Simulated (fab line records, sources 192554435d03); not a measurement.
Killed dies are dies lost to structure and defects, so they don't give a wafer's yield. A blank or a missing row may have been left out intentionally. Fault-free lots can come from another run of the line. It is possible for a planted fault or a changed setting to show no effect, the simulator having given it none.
Chamber matching || flow n5-finfet || N5_MOL_CONTACT_COAG_ALD_123 on ald-sin-02: 4 sister chambers
The step deposits SiNx, target thk 5 nm, pulse time 1 s, purge time 2 s. 8 wafers are shown with their chamber, then 10 later ones without.

## WAFERS, EACH WITH ITS CHAMBER
{"wafer": "L076.5", "chamber": 2, "heater-power-w (W)": 830, "precursor-pulse-height-rel": 0.999}
{"wafer": "L084.5", "chamber": 3, "heater-power-w (W)": 656, "precursor-pulse-height-rel": 0.993}
{"wafer": "L087.6", "chamber": 1, "heater-power-w (W)": 772, "precursor-pulse-height-rel": 1.000}
{"wafer": "L088.1", "chamber": 0, "heater-power-w (W)": 1016, "precursor-pulse-height-rel": 1.025}
{"wafer": "L088.2", "chamber": 2, "heater-power-w (W)": 844, "precursor-pulse-height-rel": 0.983}
{"wafer": "L088.3", "chamber": 1, "heater-power-w (W)": 782, "precursor-pulse-height-rel": 0.988}
{"wafer": "L089.1", "chamber": 3, "heater-power-w (W)": 656, "precursor-pulse-height-rel": 1.011}
{"wafer": "L089.4", "chamber": 0, "heater-power-w (W)": 973, "precursor-pulse-height-rel": 0.971}

## WAFERS WHOSE CHAMBER IS MISSING
{"wafer": "L089.6", "heater-power-w (W)": 996, "precursor-pulse-height-rel": 0.988}
{"wafer": "L091.1", "heater-power-w (W)": 775, "precursor-pulse-height-rel": 0.983}
{"wafer": "L091.4", "heater-power-w (W)": 843, "precursor-pulse-height-rel": 1.021}
{"wafer": "L091.5", "heater-power-w (W)": 845, "precursor-pulse-height-rel": 1.002}
{"wafer": "L093.1", "heater-power-w (W)": 874, "precursor-pulse-height-rel": 1.032}
{"wafer": "L093.4", "heater-power-w (W)": 973, "precursor-pulse-height-rel": 0.981}
{"wafer": "L093.6", "heater-power-w (W)": 848, "precursor-pulse-height-rel": 1.024}
{"wafer": "L096.1", "heater-power-w (W)": 794, "precursor-pulse-height-rel": 0.981}
{"wafer": "L096.3", "heater-power-w (W)": 660, "precursor-pulse-height-rel": 1.002}
{"wafer": "L096.5", "heater-power-w (W)": 765, "precursor-pulse-height-rel": 1.017}

## CHAMBER TAKEN BY EACH
{"wafer": "L089.6", "from the rows above": 0, "in truth": 0}
{"wafer": "L091.1", "from the rows above": 1, "in truth": 1}
{"wafer": "L091.4", "from the rows above": 2, "in truth": 2}
{"wafer": "L091.5", "from the rows above": 2, "in truth": 2}
{"wafer": "L093.1", "from the rows above": 2, "in truth": 2}
{"wafer": "L093.4", "from the rows above": 0, "in truth": 0}
{"wafer": "L093.6", "from the rows above": 2, "in truth": 2}
{"wafer": "L096.1", "from the rows above": "can't be placed: 1 or 2", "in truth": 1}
{"wafer": "L096.3", "from the rows above": 3, "in truth": 3}
{"wafer": "L096.5", "from the rows above": 1, "in truth": 1}
9 of 10 placed correctly. Cannot be placed on the basis of these rows: 1; the candidates contain the true chamber in 1. Number placed wrongly: 0.
How it was worked out, from the rows above alone: a wafer's distance from a chamber is the root of the sum, over the readings, of the square of ((its reading less the chamber's mean) divided by the reading's scatter). The wafer belongs to the nearest chamber; if the next one is less than 2 further off, it can't be placed. Each chamber's mean is taken over the wafers shown for it. The scatter: the root of (the sum of the squares of (reading less its chamber's mean) over the shown wafers, divided by (wafers less chambers)).
